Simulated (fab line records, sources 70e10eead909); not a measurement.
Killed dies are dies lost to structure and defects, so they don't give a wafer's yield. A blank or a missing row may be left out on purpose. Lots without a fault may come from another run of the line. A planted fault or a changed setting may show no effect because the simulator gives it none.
Chamber matching | flow nand_harc | NHARC_A_M0_PRE_CLEAN_31 on pecvd-03: 3 sister chambers
The step time 12 s. 6 wafers are shown with their chamber, then 7 later ones without.

WAFERS WITH THEIR CHAMBER
wafer  | chamber | heater_power_w (W) | rf_fwd_power_W (W)
L085.5 | 1       | 773                | 292.1
L086.2 | 1       | 669                | 290.9
L086.5 | 0       | 904                | 291.7
L086.6 | 2       | 721                | 291.6
L088.2 | 2       | 698                | 294.7
L088.4 | 0       | 848                | 292.7

WAFERS WITHOUT THEIR CHAMBER
wafer  | heater_power_w (W) | rf_fwd_power_W (W)
L088.5 | 663                | 292.2
L090.1 | 740                | 291.5
L090.2 | 795                | 293.2
L090.3 | 622                | 293.5
L095.1 | 664                | 293.6
L095.2 | 833                | 293.7
L095.4 | 637                | 291.5

WHICH CHAMBER EACH WENT THROUGH
wafer  | from the rows above          | in truth
L088.5 | can't be placed: 2 or 1      | 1
L090.1 | can't be placed: 1 or 2      | 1
L090.2 | can't be placed: 2 or 0 or 1 | 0
L090.3 | can't be placed: 2 or 1      | 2
L095.1 | can't be placed: 2 or 1      | 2
L095.2 | can't be placed: 0 or 2 or 1 | 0
L095.4 | can't be placed: 1 or 2      | 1
Placed correctly: 0 of 7. Can't be placed from these rows: 7 (the true chamber is among the candidates in 7). Placed wrongly: 0.
How it was worked out, from the rows above alone: a wafer's distance from a chamber is the root of the sum, over the readings, of the square of ((its reading less the chamber's mean) divided by the reading's scatter). The wafer belongs to the nearest chamber; if the next one is less than 2 further off, it can't be placed. A chamber's mean is the mean of its shown wafers. The scatter: the root of (the sum of the squares of (reading less its chamber's mean) over the shown wafers, divided by (wafers less chambers)).
